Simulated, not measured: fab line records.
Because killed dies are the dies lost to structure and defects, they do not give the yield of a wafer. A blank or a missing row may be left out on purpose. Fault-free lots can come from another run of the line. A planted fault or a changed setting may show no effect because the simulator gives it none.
fab line records :: flow nand-harc
record
  lots=6
  wafers=18
  last-day=34
route steps=1302 shown P_M2@330 END@1302
lots that met no fault: taken from a fault-free run of the same line
start-h: start of the lot's first displayed wafer, in hours after the record's first day :: wait-h: hours elapsed since this lot's preceding step :: " repeats the value in the row above :: L1.1+2: one row covering several wafers at once :: - either no value or no given start :: * or withheld: withheld :: < > ~ a bound
route shown NAME@n: a module of which the file shows steps, and the number in the route of the first :: usual: the fault-free wafers' mean and standard deviation :: same: alike in all rows :: chamber/n: place in a boat :: sites: the reading at each site :: _std_site: the standard deviation of these :: _edge_site: inner sites' mean taken away from outer sites' mean :: radius-mm: how far each site lies from the wafer's centre :: mask NAME#n: copy n :: behind: the tool/chamber that last shaped the wafer :: hold: reason for holding the lot/hours on hold/outcome of the hold :: device: whichever transistor did not switch (one of n, p or np) :: end of line: tests run on the same wafers once the route is complete :: a step without rows: its recipe alone :: killed: count of dies lost to structure and defects at first sort (not the wafer's yield) :: map: a wafer's dies, marking killed ones x, the rest . and places with no die _
set.NAME: the setting that was run; set.NAME@STEP: the one run at that earlier step :: model.NAME: the simulator's own value behind a step, which no gauge read
lots at some steps of the route; a table a step, a row a wafer
services: when a tool's chamber went out of use (start-h, in hours from the record's first day, below 0 if earlier), for how many hours, and the reason
## steps
# step NHARC_P_M2_INSPECT_11
# usual
  raw-defect-count=4.6/2.6
lot.wafer: L734.2
tool: defect-inspect-01
chamber: -
start-h: 193.61
wait-h: 0.0
raw-defect-count: 3

lot.wafer: L734.4
tool: defect-inspect-01
chamber: -
start-h: 193.61
wait-h: 0.0
raw-defect-count: 4

lot.wafer: L734.6
tool: defect-inspect-01
chamber: -
start-h: 193.61
wait-h: 0.0
raw-defect-count: 1

lot.wafer: L735.4
tool: defect-inspect-02
chamber: -
start-h: 201.52
wait-h: 0.0
raw-defect-count: 4

lot.wafer: L735.5
tool: defect-inspect-02
chamber: -
start-h: 201.52
wait-h: 0.0
raw-defect-count: 7

lot.wafer: L735.6
tool: defect-inspect-02
chamber: -
start-h: 201.52
wait-h: 0.0
raw-defect-count: 2

lot.wafer: L737.1
tool: defect-inspect-02
chamber: -
start-h: 230.69
wait-h: 0.0
raw-defect-count: 4

lot.wafer: L737.3
tool: defect-inspect-02
chamber: -
start-h: 230.69
wait-h: 0.0
raw-defect-count: 5

lot.wafer: L737.4
tool: defect-inspect-02
chamber: -
start-h: 230.69
wait-h: 0.0
raw-defect-count: 3

lot.wafer: L745.4
tool: defect-inspect-01
chamber: -
start-h: 301.38
wait-h: 0.0
raw-defect-count: 8

lot.wafer: L745.5
tool: defect-inspect-01
chamber: -
start-h: 301.38
wait-h: 0.0
raw-defect-count: 5

lot.wafer: L745.6
tool: defect-inspect-01
chamber: -
start-h: 301.38
wait-h: 0.0
raw-defect-count: 2

lot.wafer: L746.3
tool: defect-inspect-02
chamber: -
start-h: 308.19
wait-h: 0.0
raw-defect-count: 2

lot.wafer: L746.4
tool: defect-inspect-02
chamber: -
start-h: 308.19
wait-h: 0.0
raw-defect-count: 4

lot.wafer: L746.6
tool: defect-inspect-02
chamber: -
start-h: 308.19
wait-h: 0.0
raw-defect-count: 1

lot.wafer: L751.1
tool: defect-inspect-01
chamber: -
start-h: 367.23
wait-h: 0.0
raw-defect-count: 5

lot.wafer: L751.3
tool: defect-inspect-01
chamber: -
start-h: 367.23
wait-h: 0.0
raw-defect-count: 3

lot.wafer: L751.4
tool: defect-inspect-01
chamber: -
start-h: 367.23
wait-h: 0.0
raw-defect-count: 2
# step NHARC_P_M2_DESCUM_14
# recipe
  time-s=3
  o2-flow-sccm=200
  ar-flow-sccm=0
  bias-power-w=0
  chemistry=O2
# step NHARC_P_M2_ETCH_35
# recipe
  target-depth-a=400
  overetch-a=120
  time-s=43.94
  ion-energy-ev=200
  n2-flow-sccm=150
  h2-flow-sccm=150
  ar-flow-sccm=0
  rf-w=400
  bias-w=150
  chemistry=N2/H2
# step NHARC_P_M2_ETCH_15
# recipe
  target-depth-a=1825
  time-s=91.2
  c4f8-flow-sccm=withheld
  ar-flow-sccm=400
  rf-w=600
  bias-w=300
  chemistry=C4F8/Ar
# usual
  bias-w=300.0/0.91
  oes-product-au=0.931/0.021
  rf-vpp-V=441.0/2
lot.wafer: L734.4
tool: rie-diel-01
chamber: 2
start-h: -
wait-h: -
bias-w: 298.8
oes-product-au: 0.921
rf-hours-counter-h: 11
rf-vpp-V: 443.9

lot.wafer: L734.2
tool: rie-diel-01
chamber: 0
start-h: -
wait-h: -
bias-w: 299.8
oes-product-au: 0.931
rf-hours-counter-h: 13
rf-vpp-V: 440.1

lot.wafer: L734.6
tool: rie-diel-01
chamber: 2
start-h: -
wait-h: -
bias-w: 299.8
oes-product-au: 0.914
rf-hours-counter-h: -
rf-vpp-V: 444.1

lot.wafer: L735.4
tool: rie-diel-13
chamber: 2
start-h: -
wait-h: -
bias-w: 300.3
oes-product-au: 0.927
rf-hours-counter-h: 1
rf-vpp-V: 438.4

lot.wafer: L735.5
tool: rie-diel-13
chamber: 3
start-h: -
wait-h: -
bias-w: 300.7
oes-product-au: 0.902
rf-hours-counter-h: -
rf-vpp-V: 442.7

lot.wafer: L735.6
tool: rie-diel-13
chamber: 0
start-h: -
wait-h: -
bias-w: 298.7
oes-product-au: 0.931
rf-hours-counter-h: -
rf-vpp-V: 441.5

lot.wafer: L737.3
tool: rie-diel-01
chamber: 0
start-h: -
wait-h: -
bias-w: 297.7
oes-product-au: 0.939
rf-hours-counter-h: 2
rf-vpp-V: 439.2

lot.wafer: L737.4
tool: rie-diel-01
chamber: 1
start-h: -
wait-h: -
bias-w: 299.7
oes-product-au: 0.966
rf-hours-counter-h: 2
rf-vpp-V: 441.5

lot.wafer: L737.1
tool: rie-diel-01
chamber: 2
start-h: -
wait-h: -
bias-w: 298.6
oes-product-au: 0.962
rf-hours-counter-h: 1
rf-vpp-V: 443.1

lot.wafer: L745.4
tool: rie-diel-01
chamber: 1
start-h: -
wait-h: -
bias-w: 299.8
oes-product-au: 0.905
rf-hours-counter-h: 5
rf-vpp-V: 441.5

lot.wafer: L745.6
tool: rie-diel-01
chamber: 0
start-h: -
wait-h: -
bias-w: 300.0
oes-product-au: 0.908
rf-hours-counter-h: -
rf-vpp-V: 439.8

lot.wafer: L745.5
tool: rie-diel-01
chamber: 1
start-h: -
wait-h: -
bias-w: 299.6
oes-product-au: 0.900
rf-hours-counter-h: -
rf-vpp-V: 442.1

lot.wafer: L746.3
tool: rie-diel-13
chamber: 2
start-h: -
wait-h: -
bias-w: 301.3
oes-product-au: 0.958
rf-hours-counter-h: 5
rf-vpp-V: 437.2

lot.wafer: L746.4
tool: rie-diel-13
chamber: 3
start-h: -
wait-h: -
bias-w: 298.2
oes-product-au: 0.945
rf-hours-counter-h: 5
rf-vpp-V: 443.8

lot.wafer: L746.6
tool: rie-diel-13
chamber: 1
start-h: -
wait-h: -
bias-w: 300.0
oes-product-au: 0.969
rf-hours-counter-h: -
rf-vpp-V: 440.2

lot.wafer: L751.4
tool: rie-diel-05
chamber: 0
start-h: -
wait-h: -
bias-w: 301.6
oes-product-au: 0.925
rf-hours-counter-h: 9
rf-vpp-V: 440.1

lot.wafer: L751.3
tool: rie-diel-05
chamber: 2
start-h: -
wait-h: -
bias-w: 300.0
oes-product-au: 0.930
rf-hours-counter-h: 8
rf-vpp-V: 441.2

lot.wafer: L751.1
tool: rie-diel-05
chamber: 3
start-h: -
wait-h: -
bias-w: 299.5
oes-product-au: 0.928
rf-hours-counter-h: 9
rf-vpp-V: 442.0
# step NHARC_P_M2_CD_MEAS_16
# usual
  cd-nm=169.9/1
lot.wafer: L734.2
tool: cd-sem-03
chamber: -
start-h: 193.98
wait-h: -
cd-nm: 170.4

lot.wafer: L734.4
tool: cd-sem-03
chamber: -
start-h: 193.98
wait-h: -
cd-nm: 168.8

lot.wafer: L734.6
tool: cd-sem-03
chamber: -
start-h: 193.98
wait-h: -
cd-nm: 171.0

lot.wafer: L735.4
tool: cd-sem-03
chamber: -
start-h: 201.89
wait-h: -
cd-nm: 169.2

lot.wafer: L735.5
tool: cd-sem-03
chamber: -
start-h: 201.89
wait-h: -
cd-nm: 168.9

lot.wafer: L735.6
tool: cd-sem-03
chamber: -
start-h: 201.89
wait-h: -
cd-nm: 169.1

lot.wafer: L737.1
tool: cd-sem-02
chamber: -
start-h: 231.05
wait-h: -
cd-nm: 169.5

lot.wafer: L737.3
tool: cd-sem-02
chamber: -
start-h: 231.05
wait-h: -
cd-nm: 171.1

lot.wafer: L737.4
tool: cd-sem-02
chamber: -
start-h: 231.05
wait-h: -
cd-nm: 169.4

lot.wafer: L745.4
tool: cd-sem-02
chamber: -
start-h: 301.76
wait-h: -
cd-nm: 171.2

lot.wafer: L745.5
tool: cd-sem-02
chamber: -
start-h: 301.76
wait-h: -
cd-nm: 169.2

lot.wafer: L745.6
tool: cd-sem-02
chamber: -
start-h: 301.76
wait-h: -
cd-nm: 170.9

lot.wafer: L746.3
tool: cd-sem-03
chamber: -
start-h: 308.56
wait-h: -
cd-nm: 169.0

lot.wafer: L746.4
tool: cd-sem-03
chamber: -
start-h: 308.56
wait-h: -
cd-nm: 167.9

lot.wafer: L746.6
tool: cd-sem-03
chamber: -
start-h: 308.56
wait-h: -
cd-nm: 169.6

lot.wafer: L751.1
tool: cd-sem-03
chamber: -
start-h: 367.60
wait-h: -
cd-nm: 170.5

lot.wafer: L751.3
tool: cd-sem-03
chamber: -
start-h: 367.60
wait-h: -
cd-nm: 169.5

lot.wafer: L751.4
tool: cd-sem-03
chamber: -
start-h: 367.60
wait-h: -
cd-nm: 171.0
# step NHARC_P_M2_STRIP_18
# recipe
  power-w=1000
  n2-flow-sccm=150
  h2-flow-sccm=150
  ar-flow-sccm=0
  bias-w=0
  chemistry=N2/H2
# step NHARC_P_M2_ETCH_28
# recipe
  target-depth-a=300
  over-etch-frac=0.3
  time-s=72.99
  ion-energy-ev=150
  cf4-flow-sccm=50
  n2-flow-sccm=100
  ar-flow-sccm=150
  rf-w=300
  bias-w=100
  chemistry=CF4/N2
# step NHARC_P_M2_STRIP_19
# recipe
  time-s=600
  temp-c=30
  chemistry=post-etch-residue-remover
# step NHARC_P_M2_DEGAS_29
# recipe
  temp-c=250
  time-s=60
# usual
  heater-power-w=336/39
lot.wafer: L734.4
tool: pvd-sputter-02
chamber: -
start-h: 194.70
wait-h: -
heater-power-w: 349

lot.wafer: L734.2
tool: pvd-sputter-02
chamber: -
start-h: 194.70
wait-h: -
heater-power-w: 379

lot.wafer: L734.6
tool: pvd-sputter-02
chamber: -
start-h: 194.70
wait-h: -
heater-power-w: 310

lot.wafer: L735.4
tool: pvd-sputter-02
chamber: -
start-h: 202.60
wait-h: -
heater-power-w: 296

lot.wafer: L735.6
tool: pvd-sputter-02
chamber: -
start-h: 202.60
wait-h: -
heater-power-w: 307

lot.wafer: L735.5
tool: pvd-sputter-02
chamber: -
start-h: 202.60
wait-h: -
heater-power-w: 312

lot.wafer: L737.1
tool: pvd-sputter-03
chamber: -
start-h: 231.84
wait-h: -
heater-power-w: 365

lot.wafer: L737.4
tool: pvd-sputter-03
chamber: -
start-h: 231.84
wait-h: -
heater-power-w: 349

lot.wafer: L737.3
tool: pvd-sputter-03
chamber: -
start-h: 231.84
wait-h: -
heater-power-w: 341

lot.wafer: L745.4
tool: pvd-sputter-02
chamber: -
start-h: 302.47
wait-h: -
heater-power-w: 407

lot.wafer: L745.5
tool: pvd-sputter-02
chamber: -
start-h: 302.47
wait-h: -
heater-power-w: 405

lot.wafer: L745.6
tool: pvd-sputter-02
chamber: -
start-h: 302.47
wait-h: -
heater-power-w: 306

lot.wafer: L746.3
tool: pvd-sputter-01
chamber: -
start-h: 309.27
wait-h: -
heater-power-w: 338

lot.wafer: L746.4
tool: pvd-sputter-01
chamber: -
start-h: 309.27
wait-h: -
heater-power-w: 271

lot.wafer: L746.6
tool: pvd-sputter-01
chamber: -
start-h: 309.27
wait-h: -
heater-power-w: 334

lot.wafer: L751.3
tool: pvd-sputter-02
chamber: -
start-h: 368.31
wait-h: -
heater-power-w: 302

lot.wafer: L751.1
tool: pvd-sputter-02
chamber: -
start-h: 368.31
wait-h: -
heater-power-w: 304

lot.wafer: L751.4
tool: pvd-sputter-02
chamber: -
start-h: 368.31
wait-h: -
heater-power-w: 358
# step NHARC_P_M2_PRE_CLEAN_30
# recipe
  time-s=30
  temp-c=280
  gas=H2/He
# usual
  heater-power-w=413/46
lot.wafer: L734.4
tool: pvd-sputter-02
chamber: -
start-h: -
wait-h: -
heater-power-w: 470

lot.wafer: L734.2
tool: pvd-sputter-02
chamber: -
start-h: -
wait-h: -
heater-power-w: 371

lot.wafer: L734.6
tool: pvd-sputter-02
chamber: -
start-h: -
wait-h: -
heater-power-w: 474

lot.wafer: L735.4
tool: pvd-sputter-02
chamber: -
start-h: -
wait-h: -
heater-power-w: 371

lot.wafer: L735.6
tool: pvd-sputter-02
chamber: -
start-h: -
wait-h: -
heater-power-w: 370

lot.wafer: L735.5
tool: pvd-sputter-02
chamber: -
start-h: -
wait-h: -
heater-power-w: 371

lot.wafer: L737.3
tool: pvd-sputter-03
chamber: -
start-h: -
wait-h: -
heater-power-w: 420

lot.wafer: L737.4
tool: pvd-sputter-03
chamber: -
start-h: -
wait-h: -
heater-power-w: 497

lot.wafer: L737.1
tool: pvd-sputter-03
chamber: -
start-h: -
wait-h: -
heater-power-w: 435

lot.wafer: L745.4
tool: pvd-sputter-02
chamber: -
start-h: -
wait-h: -
heater-power-w: 491

lot.wafer: L745.5
tool: pvd-sputter-02
chamber: -
start-h: -
wait-h: -
heater-power-w: 380

lot.wafer: L745.6
tool: pvd-sputter-02
chamber: -
start-h: -
wait-h: -
heater-power-w: 382

lot.wafer: L746.4
tool: pvd-sputter-01
chamber: -
start-h: -
wait-h: -
heater-power-w: 416

lot.wafer: L746.3
tool: pvd-sputter-01
chamber: -
start-h: -
wait-h: -
heater-power-w: 428

lot.wafer: L746.6
tool: pvd-sputter-01
chamber: -
start-h: -
wait-h: -
heater-power-w: 409

lot.wafer: L751.3
tool: pvd-sputter-02
chamber: -
start-h: -
wait-h: -
heater-power-w: 380

lot.wafer: L751.4
tool: pvd-sputter-02
chamber: -
start-h: -
wait-h: -
heater-power-w: 438

lot.wafer: L751.1
tool: pvd-sputter-02
chamber: -
start-h: -
wait-h: -
heater-power-w: 379
# step NHARC_P_M2_PVD_20
# recipe
  target-thk-a=50
  bias-v=168.6
  power-w=15000
  chamber-pressure-pa=0.12
  time-s=8.06
  substrate-temp-c=50
  material=TaN
# step NHARC_P_M2_PVD_21
# recipe
  target-thk-a=300
  chamber-pressure-pa=5
  power-w=5000
  substrate-temp-c=30
  time-s=20.49
  material=Cu
# usual
  throttle-valve-pct=30.3/0.97
lot.wafer: L734.4
tool: pvd-sputter-02
chamber: -
start-h: -
wait-h: -
throttle-valve-pct: 29.3

lot.wafer: L734.2
tool: pvd-sputter-02
chamber: -
start-h: -
wait-h: -
throttle-valve-pct: 31.9

lot.wafer: L734.6
tool: pvd-sputter-02
chamber: -
start-h: -
wait-h: -
throttle-valve-pct: 30.9

lot.wafer: L735.4
tool: pvd-sputter-02
chamber: -
start-h: -
wait-h: -
throttle-valve-pct: 29.4

lot.wafer: L735.6
tool: pvd-sputter-02
chamber: -
start-h: -
wait-h: -
throttle-valve-pct: 29.5

lot.wafer: L735.5
tool: pvd-sputter-02
chamber: -
start-h: -
wait-h: -
throttle-valve-pct: 30.7

lot.wafer: L737.4
tool: pvd-sputter-03
chamber: -
start-h: -
wait-h: -
throttle-valve-pct: 31.2

lot.wafer: L737.1
tool: pvd-sputter-03
chamber: -
start-h: -
wait-h: -
throttle-valve-pct: 31.1

lot.wafer: L737.3
tool: pvd-sputter-03
chamber: -
start-h: -
wait-h: -
throttle-valve-pct: 29.4

lot.wafer: L745.4
tool: pvd-sputter-02
chamber: -
start-h: -
wait-h: -
throttle-valve-pct: 31.3

lot.wafer: L745.6
tool: pvd-sputter-02
chamber: -
start-h: -
wait-h: -
throttle-valve-pct: 31.3

lot.wafer: L745.5
tool: pvd-sputter-02
chamber: -
start-h: -
wait-h: -
throttle-valve-pct: 31.4

lot.wafer: L746.4
tool: pvd-sputter-01
chamber: -
start-h: -
wait-h: -
throttle-valve-pct: 29.3

lot.wafer: L746.3
tool: pvd-sputter-01
chamber: -
start-h: -
wait-h: -
throttle-valve-pct: 29.5

lot.wafer: L746.6
tool: pvd-sputter-01
chamber: -
start-h: -
wait-h: -
throttle-valve-pct: 29.3

lot.wafer: L751.4
tool: pvd-sputter-02
chamber: -
start-h: -
wait-h: -
throttle-valve-pct: 31.1

lot.wafer: L751.1
tool: pvd-sputter-02
chamber: -
start-h: -
wait-h: -
throttle-valve-pct: 31.0

lot.wafer: L751.3
tool: pvd-sputter-02
chamber: -
start-h: -
wait-h: -
throttle-valve-pct: 29.2
# step NHARC_P_M2_ECD_22
# recipe
  target-thk-a=4000
  bath-temp-c=25
  material=Cu
lot.wafer: L734.2+4+6
tool: ecd-cu-02
chamber: 0,0,1
start-h: 195.06
wait-h: -

lot.wafer: L735.4+5+6
tool: ecd-cu-02
chamber: 1,0,1
start-h: 203.10
wait-h: -

lot.wafer: L737.1+4+3
tool: ecd-cu-02
chamber: 1,0,1
start-h: 232.24
wait-h: -

lot.wafer: L745.4+5+6
tool: ecd-cu-02
chamber: 0,1,0
start-h: 302.99
wait-h: -

lot.wafer: L746.3+4+6
tool: ecd-cu-02
chamber: 0,1,1
start-h: 309.73
wait-h: -

lot.wafer: L751.1+3+4
tool: ecd-cu-02
chamber: 1,1,0
start-h: 368.67
wait-h: -
# step NHARC_P_M2_ANNEAL_31
# recipe
  temp-c=225
  time-s=90
# usual
  wafer_temp_C_max=226.0/0.43
lot.wafer: L734.2
tool: rtp-anneal-01
chamber: 0
start-h: 195.49
wait-h: 0.4
wafer_temp_C_max: 225.6

lot.wafer: L734.4
tool: rtp-anneal-01
chamber: 0
start-h: 195.49
wait-h: 0.4
wafer_temp_C_max: 225.6

lot.wafer: L734.6
tool: rtp-anneal-01
chamber: 0
start-h: 195.49
wait-h: 0.4
wafer_temp_C_max: 225.7

lot.wafer: L735.4
tool: rtp-anneal-01
chamber: 0
start-h: 203.49
wait-h: -
wafer_temp_C_max: 225.6

lot.wafer: L735.5
tool: rtp-anneal-01
chamber: 0
start-h: 203.49
wait-h: -
wafer_temp_C_max: 225.6

lot.wafer: L735.6
tool: rtp-anneal-01
chamber: 0
start-h: 203.49
wait-h: -
wafer_temp_C_max: 225.4

lot.wafer: L737.1
tool: rtp-anneal-01
chamber: 0
start-h: 232.57
wait-h: 0.3
wafer_temp_C_max: 225.7

lot.wafer: L737.3
tool: rtp-anneal-01
chamber: 0
start-h: 232.57
wait-h: 0.3
wafer_temp_C_max: 225.5

lot.wafer: L737.4
tool: rtp-anneal-01
chamber: 0
start-h: 232.57
wait-h: 0.3
wafer_temp_C_max: 225.8

lot.wafer: L745.4
tool: rtp-anneal-01
chamber: 0
start-h: 303.37
wait-h: -
wafer_temp_C_max: 225.9

lot.wafer: L745.5
tool: rtp-anneal-01
chamber: 0
start-h: 303.37
wait-h: -
wafer_temp_C_max: 226.0

lot.wafer: L745.6
tool: rtp-anneal-01
chamber: 0
start-h: 303.37
wait-h: -
wafer_temp_C_max: 225.8

lot.wafer: L746.3
tool: rtp-anneal-02
chamber: 0
start-h: 310.11
wait-h: 0.3
wafer_temp_C_max: 226.2

lot.wafer: L746.4
tool: rtp-anneal-02
chamber: 0
start-h: 310.11
wait-h: 0.3
wafer_temp_C_max: 226.6

lot.wafer: L746.6
tool: rtp-anneal-02
chamber: 0
start-h: 310.11
wait-h: 0.3
wafer_temp_C_max: 226.5

lot.wafer: L751.1
tool: rtp-anneal-02
chamber: 0
start-h: 369.04
wait-h: -
wafer_temp_C_max: 226.1

lot.wafer: L751.3
tool: rtp-anneal-02
chamber: 0
start-h: 369.04
wait-h: -
wafer_temp_C_max: 227.2

lot.wafer: L751.4
tool: rtp-anneal-02
chamber: 0
start-h: 369.04
wait-h: -
wafer_temp_C_max: 226.6
# step NHARC_P_M2_CMP_23
# recipe
  t-overpolish-s=20
  target-thk-nm=144.3
# usual
  motor-current-A=12.7/1.4
  time-to-endpoint-s=29.3/2.8
lot.wafer: L734.2
tool: cmp-04
chamber: 2
start-h: 195.78
wait-h: -
motor-current-A: 12.6
time-to-endpoint-s: 26.4

lot.wafer: L734.4
tool: cmp-04
chamber: 1
start-h: 195.78
wait-h: -
motor-current-A: 13.9
time-to-endpoint-s: 24.6

lot.wafer: L734.6
tool: cmp-04
chamber: 2
start-h: 195.78
wait-h: -
motor-current-A: 13.5
time-to-endpoint-s: 29.6

lot.wafer: L735.4
tool: cmp-02
chamber: 2
start-h: 203.73
wait-h: -
motor-current-A: 11.8
time-to-endpoint-s: 23.3

lot.wafer: L735.6
tool: cmp-02
chamber: 0
start-h: 203.73
wait-h: -
motor-current-A: 15.1
time-to-endpoint-s: 31.4

lot.wafer: L735.5
tool: cmp-02
chamber: 1
start-h: 203.73
wait-h: -
motor-current-A: 10.7
time-to-endpoint-s: 31.0

lot.wafer: L737.3
tool: cmp-04
chamber: 2
start-h: 232.95
wait-h: -
motor-current-A: 12.5
time-to-endpoint-s: 29.1

lot.wafer: L737.4
tool: cmp-04
chamber: 3
start-h: 232.95
wait-h: -
motor-current-A: 14.3
time-to-endpoint-s: 29.7

lot.wafer: L737.1
tool: cmp-04
chamber: 0
start-h: 232.95
wait-h: -
motor-current-A: 12.4
time-to-endpoint-s: 32.2

lot.wafer: L745.4
tool: cmp-03
chamber: 0
start-h: 303.62
wait-h: -
motor-current-A: 9.9
time-to-endpoint-s: 47.0

lot.wafer: L745.6
tool: cmp-03
chamber: 2
start-h: 303.62
wait-h: -
motor-current-A: 11.3
time-to-endpoint-s: 25.8

lot.wafer: L745.5
tool: cmp-03
chamber: 3
start-h: 303.62
wait-h: -
motor-current-A: 12.6
time-to-endpoint-s: 48.8

lot.wafer: L746.3
tool: cmp-03
chamber: 1
start-h: 310.38
wait-h: -
motor-current-A: 11.2
time-to-endpoint-s: 25.9

lot.wafer: L746.4
tool: cmp-03
chamber: 2
start-h: 310.38
wait-h: -
motor-current-A: 10.6
time-to-endpoint-s: 49.7

lot.wafer: L746.6
tool: cmp-03
chamber: 1
start-h: 310.38
wait-h: -
motor-current-A: 10.9
time-to-endpoint-s: 26.4

lot.wafer: L751.4
tool: cmp-03
chamber: 2
start-h: 369.42
wait-h: -
motor-current-A: 10.7
time-to-endpoint-s: 29.0

lot.wafer: L751.3
tool: cmp-03
chamber: 3
start-h: 369.42
wait-h: -
motor-current-A: 12.7
time-to-endpoint-s: 28.8

lot.wafer: L751.1
tool: cmp-03
chamber: 0
start-h: 369.42
wait-h: -
motor-current-A: 9.9
time-to-endpoint-s: 29.1
# step NHARC_P_M2_THK_MEAS_24
# recipe
  thk-meas-gauge=xrf
# usual
  thk-nm=144.9/1.5
lot.wafer: L734.2
tool: film-metro-02
chamber: -
start-h: 196.09
wait-h: -
thk-nm: 143.9

lot.wafer: L734.4
tool: film-metro-02
chamber: -
start-h: 196.09
wait-h: -
thk-nm: 143.3

lot.wafer: L734.6
tool: film-metro-02
chamber: -
start-h: 196.09
wait-h: -
thk-nm: 145.6

lot.wafer: L735.4
tool: film-metro-02
chamber: -
start-h: 203.99
wait-h: -
thk-nm: 143.6

lot.wafer: L735.5
tool: film-metro-02
chamber: -
start-h: 203.99
wait-h: -
thk-nm: 146.3

lot.wafer: L735.6
tool: film-metro-02
chamber: -
start-h: 203.99
wait-h: -
thk-nm: 147.9

lot.wafer: L737.1
tool: film-metro-01
chamber: -
start-h: 233.24
wait-h: -
thk-nm: 146.7

lot.wafer: L737.3
tool: film-metro-01
chamber: -
start-h: 233.24
wait-h: -
thk-nm: 144.5

lot.wafer: L737.4
tool: film-metro-01
chamber: -
start-h: 233.24
wait-h: -
thk-nm: 143.5

lot.wafer: L745.4
tool: film-metro-01
chamber: -
start-h: 303.88
wait-h: -
thk-nm: 142.8

lot.wafer: L745.5
tool: film-metro-01
chamber: -
start-h: 303.88
wait-h: -
thk-nm: 144.4

lot.wafer: L745.6
tool: film-metro-01
chamber: -
start-h: 303.88
wait-h: -
thk-nm: 144.4

lot.wafer: L746.3
tool: film-metro-01
chamber: -
start-h: 312.15
wait-h: -
thk-nm: 142.3

lot.wafer: L746.4
tool: film-metro-01
chamber: -
start-h: 312.15
wait-h: -
thk-nm: 145.3

lot.wafer: L746.6
tool: film-metro-01
chamber: -
start-h: 312.15
wait-h: -
thk-nm: 143.0

lot.wafer: L751.1
tool: film-metro-01
chamber: -
start-h: 369.71
wait-h: -
thk-nm: 142.9

lot.wafer: L751.3
tool: film-metro-01
chamber: -
start-h: 369.71
wait-h: -
thk-nm: 145.7

lot.wafer: L751.4
tool: film-metro-01
chamber: -
start-h: 369.71
wait-h: -
thk-nm: 143.9
# step NHARC_END_SORT_01
# recipe
  temp-c=25
# usual
  defect-limited-yield=91.1/2.8
  killed-at-array=55/19
  killed-at-other=0.9/1.4
  killed-at-periphery=3.8/2.9
  killed-dies=60/19
  killed-open=3.3/1.8
  killed-short=2.6/1.6
# same
  gross-dies=677
lot.wafer: L745.4
tool: prober-02
chamber: 0
start-h: 737.41
wait-h: 3.4
defect-limited-yield[%]: 93.1
killed-at-array: 34
killed-at-other: 7
killed-at-periphery: 6
killed-dies: 47
killed-open: 5
killed-short: 1

lot.wafer: L745.5
tool: prober-02
chamber: 0
start-h: 738.21
wait-h: 3.7
defect-limited-yield[%]: 93.1
killed-at-array: 44
killed-at-other: 0
killed-at-periphery: 3
killed-dies: 47
killed-open: 3
killed-short: 1

lot.wafer: L745.6
tool: prober-02
chamber: 0
start-h: 739.01
wait-h: 4.0
defect-limited-yield[%]: 93.9
killed-at-array: 39
killed-at-other: 1
killed-at-periphery: 1
killed-dies: 41
killed-open: 1
killed-short: 4
# killed by level:class
L745.4 A_CHANNEL_HOLE_D2:chamber-film-flake=19 THIN_TSV:chamber-film-flake=7 A_SLIT:chamber-film-flake=6 P_CONTACT:geometric-particle:open=2 P_M0:geometric-particle:open=2 P_GATE:chamber-film-flake=2 A_CHANNEL_HOLE_D1:chamber-film-flake=2 A_CONTACT:chamber-film-flake=2
L745.5 A_CHANNEL_HOLE_D2:chamber-film-flake=19 A_CHANNEL_HOLE_D1:chamber-film-flake=10 A_SLIT:chamber-film-flake=4 A_ZERO_WELL:chamber-film-flake=3 A_STAIRCASE:chamber-film-flake=3 P_CONTACT:geometric-particle:open=1 P_M0:geometric-particle:open=1 A_ONON_D2:geometric-particle:open=1
L745.6 A_CHANNEL_HOLE_D2:chamber-film-flake=17 A_SLIT:chamber-film-flake=8 A_CHANNEL_HOLE_D1:chamber-film-flake=3 A_CHANNEL_FILL_D1:geometric-particle:short=2 A_CHANNEL_FILL_D2:chamber-film-flake=2 A_STAIRCASE:chamber-film-flake=2 A_WL_FILL:chamber-film-flake=2 A_ONON_D2:geometric-particle:open=1
## services
tool: pvd-sputter-03
chamber: -
start-h: 170.00
hours: 10.0
kind: pm

tool: cmp-03
chamber: -
start-h: 171.95
hours: 1.4
kind: repair

tool: cmp-03
chamber: -
start-h: 174.63
hours: 4.0
kind: pm

tool: pvd-sputter-02
chamber: -
start-h: 195.39
hours: 2.0
kind: repair

tool: rie-diel-01
chamber: -
start-h: 203.80
hours: 9.0
kind: pm

tool: pvd-sputter-02
chamber: -
start-h: 217.84
hours: 1.8
kind: repair

tool: pvd-sputter-02
chamber: -
start-h: 220.78
hours: 1.4
kind: repair

tool: cmp-03
chamber: -
start-h: 221.19
hours: 0.5
kind: repair

tool: cmp-03
chamber: -
start-h: 222.58
hours: 5.9
kind: repair

tool: pvd-sputter-01
chamber: -
start-h: 226.04
hours: 10.0
kind: pm

tool: pvd-sputter-02
chamber: -
start-h: 229.21
hours: 1.2
kind: repair

tool: rie-diel-01
chamber: -
start-h: 233.51
hours: 2.1
kind: repair

tool: ecd-cu-02
chamber: -
start-h: 244.14
hours: 8.0
kind: pm

tool: pvd-sputter-03
chamber: -
start-h: 250.41
hours: 9.1
kind: repair

tool: ecd-cu-02
chamber: -
start-h: 269.56
hours: 0.3
kind: repair

tool: pvd-sputter-02
chamber: -
start-h: 271.34
hours: 6.3
kind: repair

tool: cmp-03
chamber: -
start-h: 272.63
hours: 4.0
kind: pm

tool: cmp-03
chamber: -
start-h: 278.36
hours: 1.0
kind: repair

tool: pvd-sputter-02
chamber: -
start-h: 282.00
hours: 10.0
kind: pm

tool: cmp-03
chamber: -
start-h: 301.44
hours: 0.4
kind: repair

tool: rie-diel-01
chamber: 3
start-h: 324.84
hours: 8.7
kind: repair

tool: cmp-03
chamber: -
start-h: 339.98
hours: 2.3
kind: repair

tool: pvd-sputter-03
chamber: -
start-h: 348.00
hours: 10.0
kind: pm

tool: rie-diel-01
chamber: 1
start-h: 359.30
hours: 1.2
kind: repair
## key
first-sign
  step=NHARC_P_M2_CMP_23
  reading=time-to-endpoint-s
  direction=up
  sigmas=6.9
  usual=*
  struck=*
effect none on later readings
met-at NHARC_P_M2_ECD_22
struck-wafers L745.4,L745.5,L746.4
onset-between 232.24 302.99
fault
  kind=process-parameter-drift
  tool=ecd-cu-02
  chamber=-
  onset-h=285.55
  steps=NHARC_P_M2_ECD_22
  channel=target-thk-a
  offset=*
  shape=step
  end-h=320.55
  scope=struck-wafers-only
  acts-in=*
  stated=*
